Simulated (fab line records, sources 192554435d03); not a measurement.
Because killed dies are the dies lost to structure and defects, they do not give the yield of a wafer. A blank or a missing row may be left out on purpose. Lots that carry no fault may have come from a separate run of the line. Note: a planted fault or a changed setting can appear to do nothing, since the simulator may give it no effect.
Matching of chambers | flow n5 finfet | pecvd-01 running N5_BEOL_M0_SAQP_PECVD_03: 3 sister chambers
The step deposits SiCN from 3MS/NH3, target thk 12 nm, time 21.1 s. 20 wafers are shown with their chamber, then 10 later ones without.

## WAFERS WITH THEIR CHAMBER
wafer  | chamber | throttle valve pct (%) | showerhead plenum p Torr (Torr) | chamber pressure Torr (Torr)
L076.1 | 1       | 10.6                   | 3.684                           | 2.998
L076.2 | 2       | 9.5                    | 3.668                           | 3.007
L076.4 | 0       | 8.8                    | 3.637                           | 2.991
L078.2 | 1       | 10.6                   | 3.699                           | 3.008
L078.3 | 2       | 9.2                    | 3.663                           | 3.009
L078.5 | 0       | 8.9                    | 3.638                           | 3.010
L080.1 | 2       | 9.3                    | 3.660                           | 2.994
L080.2 | 1       | 10.6                   | 3.683                           | 2.996
L080.4 | 0       | 8.7                    | 3.647                           | 2.998
L083.1 | 0       | 8.8                    | 3.658                           | 2.998
L083.2 | 2       | 9.2                    | 3.669                           | 3.005
L083.5 | 2       | 9.3                    | 3.672                           | 2.999
L085.1 | 2       | 9.3                    | 3.683                           | 2.998
L085.3 | 1       | 10.6                   | 3.696                           | 2.992
L085.5 | 0       | 9.0                    | 3.641                           | 3.006
L089.3 | 1       | 10.7                   | 3.689                           | 3.016
L089.4 | 1       | 10.7                   | 3.685                           | 2.994
L089.6 | 0       | 9.0                    | 3.645                           | 3.001
L090.4 | 0       | 9.0                    | 3.657                           | 2.999
L090.5 | 0       | 9.0                    | 3.644                           | 2.997

SIGNATURES (means of the wafers above)
reading                  | chamber 0 | chamber 1 | chamber 2 | scatter within a chamber
throttle valve pct       | 8.900     | 10.633    | 9.300     | 0.101
showerhead plenum p Torr | 3.64588   | 3.68933   | 3.66917   | 0.00763
chamber pressure Torr    | 3.00000   | 3.00067   | 3.00200   | 0.00705
Rule: a wafer's distance from a chamber is the root of the sum, over the readings, of the square of ((its reading less the chamber's mean) divided by the reading's scatter). If the next closest chamber is less than 2 further off than the closest, the wafer can't be placed; otherwise it belongs to the closest. The scatter: the root of (the sum of the squares of (reading less its chamber's mean) over the shown wafers, divided by (wafers less chambers)).

## WAFERS WITH NO CHAMBER GIVEN
wafer  | throttle valve pct (%) | showerhead plenum p Torr (Torr) | chamber pressure Torr (Torr)
L090.6 | 10.3                   | 3.691                           | 3.001
L091.2 | 9.0                    | 3.653                           | 3.001
L091.3 | 9.1                    | 3.646                           | 3.005
L091.5 | 10.5                   | 3.676                           | 3.003
L093.1 | 9.0                    | 3.641                           | 2.994
L093.5 | 10.5                   | 3.695                           | 3.001
L093.6 | 8.9                    | 3.653                           | 2.988
L096.2 | 8.9                    | 3.643                           | 2.998
L096.4 | 10.8                   | 3.686                           | 3.004
L096.6 | 9.0                    | 3.639                           | 3.002

## EACH ONE'S CHAMBER
wafer  | from the rows above     | in truth
L090.6 | 1                       | 1
L091.2 | 0                       | 0
L091.3 | can't be placed: 0 or 2 | 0
L091.5 | 1                       | 1
L093.1 | 0                       | 0
L093.5 | 1                       | 1
L093.6 | 0                       | 0
L096.2 | 0                       | 0
L096.4 | 1                       | 1
L096.6 | 0                       | 0
9 of 10 placed correctly. Cannot be placed on the basis of these rows: 1; the candidates contain the true chamber in 1. Number placed wrongly: 0.
